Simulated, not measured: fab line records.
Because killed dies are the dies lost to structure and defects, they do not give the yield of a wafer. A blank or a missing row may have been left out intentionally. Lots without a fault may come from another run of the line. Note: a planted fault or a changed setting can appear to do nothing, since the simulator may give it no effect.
Chamber matching -- flow n5 finfet -- N5_SD_EPI_N_ETCH_16 on rie diel-05: 4 sister chambers
The step etches SiO2 in CHF3/O2, target depth 5 nm. 4 wafers are shown with their chamber, then 12 later ones without.

EACH WAFER AND ITS CHAMBER
wafer,chamber,drypump motor current A (A)
L083.5,2,5.9
L084.1,0,6.3
L084.4,1,4.9
L084.6,3,5.6

WAFERS WITH NO CHAMBER GIVEN
wafer,drypump motor current A (A)
L086.1,4.9
L086.2,6.3
L086.3,6.0
L091.2,5.6
L091.3,6.3
L091.4,4.9
L092.2,4.9
L092.4,5.6
L092.6,5.9
L093.1,4.9
L093.5,5.6
L093.6,6.3

EACH ONE'S CHAMBER
wafer,from the rows above,in truth
L086.1,1,1
L086.2,0,0
L086.3,2,2
L091.2,3,3
L091.3,0,0
L091.4,1,1
L092.2,1,1
L092.4,3,3
L092.6,2,2
L093.1,1,1
L093.5,3,3
L093.6,0,0
Correctly placed: 12 of 12. Can't be placed from these rows: 0. 0 placed wrongly.
How it was worked out, from the rows above alone: a wafer's distance from a chamber is the root of the sum, over the readings, of the square of ((its reading less the chamber's mean) divided by the reading's scatter). The wafer belongs to the nearest chamber; if the next one is less than 2 further off, it can't be placed. The mean given for a chamber averages the wafers shown for that chamber. The scatter: root of mean squared gap, hidden wafer to nearest shown wafer, with one shown wafer a chamber.
